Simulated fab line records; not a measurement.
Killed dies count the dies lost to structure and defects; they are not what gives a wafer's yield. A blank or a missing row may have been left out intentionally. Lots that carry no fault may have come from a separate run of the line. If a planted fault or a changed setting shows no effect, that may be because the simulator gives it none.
Matching of chambers :: flow nand-harc :: 4 sister chambers for NHARC_A_ZERO_WELL_ETCH_19 on rie-diel-13
The step etches the open film in N2/H2, target depth 80 nm, overetch 24 nm, time 87.88 s. 4 wafers are shown with their chamber, then 9 later ones without.

WAFERS PAIRED WITH THEIR CHAMBERS
wafer: L503.1
chamber: 1
rf-vpp-V (V): 433.9

wafer: L506.1
chamber: 2
rf-vpp-V (V): 430.4

wafer: L506.2
chamber: 3
rf-vpp-V (V): 436.0

wafer: L506.4
chamber: 0
rf-vpp-V (V): 431.8

WAFERS WHOSE CHAMBER IS MISSING
wafer: L507.2
rf-vpp-V (V): 433.9

wafer: L507.4
rf-vpp-V (V): 433.9

wafer: L507.6
rf-vpp-V (V): 434.0

wafer: L508.1
rf-vpp-V (V): 431.5

wafer: L508.2
rf-vpp-V (V): 434.7

wafer: L508.5
rf-vpp-V (V): 434.9

wafer: L509.1
rf-vpp-V (V): 429.7

wafer: L509.4
rf-vpp-V (V): 433.3

wafer: L509.5
rf-vpp-V (V): 436.4

EACH ONE'S CHAMBER
wafer: L507.2
from the rows above: 1
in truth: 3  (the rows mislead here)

wafer: L507.4
from the rows above: 1
in truth: 1

wafer: L507.6
from the rows above: 1
in truth: 1

wafer: L508.1
from the rows above: can't be placed: 0 or 2
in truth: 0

wafer: L508.2
from the rows above: can't be placed: 1 or 3
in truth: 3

wafer: L508.5
from the rows above: can't be placed: 1 or 3
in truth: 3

wafer: L509.1
from the rows above: 2
in truth: 2

wafer: L509.4
from the rows above: can't be placed: 1 or 0
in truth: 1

wafer: L509.5
from the rows above: 3
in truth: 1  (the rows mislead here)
Correctly placed: 3 of 9. Not placeable from these rows: 4 (in 4, the candidates include the true chamber). Number placed wrongly: 2.
How it was worked out, from the rows above alone: a wafer's distance from a chamber is the root of the sum, over the readings, of the square of ((its reading less the chamber's mean) divided by the reading's scatter). The wafer belongs to the nearest chamber; if the next one is less than 2 further off, it can't be placed. For every chamber, the mean is computed from those of its wafers that are shown. The scatter (one wafer shown for each chamber): square how far every hidden wafer sits from the nearest shown wafer, average those squares and take the square root.
